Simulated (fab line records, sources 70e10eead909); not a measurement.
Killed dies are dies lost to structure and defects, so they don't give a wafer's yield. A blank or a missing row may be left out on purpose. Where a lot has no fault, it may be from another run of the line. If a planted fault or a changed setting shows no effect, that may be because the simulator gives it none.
Matching of chambers -- flow nandHarc -- 3 sister chambers for NHARC_P_M1_DEP_33 on pecvd-01
The step deposits SiCN, target thk 30 nm. 3 wafers are shown with their chamber, then 12 later ones without.

== EACH WAFER AND ITS CHAMBER ==
wafer,chamber,heaterPowerW (W)
L085.4,1,655
L088.5,0,657
L088.6,2,659

== WAFERS WHOSE CHAMBER IS MISSING ==
wafer,heaterPowerW (W)
L087.1,659
L087.3,701
L087.6,693
L086.1,688
L086.3,657
L086.4,675
L091.2,641
L091.3,668
L091.6,648
L096.3,723
L096.5,729
L096.6,585

== WHICH CHAMBER EACH WENT THROUGH ==
wafer,from the rows above,in truth
L087.1,can't be placed: 2 or 0 or 1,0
L087.3,can't be placed: 2 or 0 or 1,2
L087.6,can't be placed: 2 or 0 or 1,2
L086.1,can't be placed: 2 or 0 or 1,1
L086.3,can't be placed: 0 or 1 or 2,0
L086.4,can't be placed: 2 or 0 or 1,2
L091.2,can't be placed: 1 or 0 or 2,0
L091.3,can't be placed: 2 or 0 or 1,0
L091.6,can't be placed: 1 or 0 or 2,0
L096.3,can't be placed: 2 or 0 or 1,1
L096.5,can't be placed: 2 or 0 or 1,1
L096.6,can't be placed: 1 or 0 or 2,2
0 of 12 placed correctly. Unplaceable from these rows: 12, with the true chamber sitting among the candidates in 12. Placed wrongly: 0.
How it was worked out, from the rows above alone: a wafer's distance from a chamber is the root of the sum, over the readings, of the square of ((its reading less the chamber's mean) divided by the reading's scatter). The wafer belongs to the nearest chamber; if the next one is less than 2 further off, it can't be placed. The mean given for a chamber averages the wafers shown for that chamber. The scatter (one wafer shown for each chamber): square how far every hidden wafer sits from the nearest shown wafer, average those squares and take the square root.
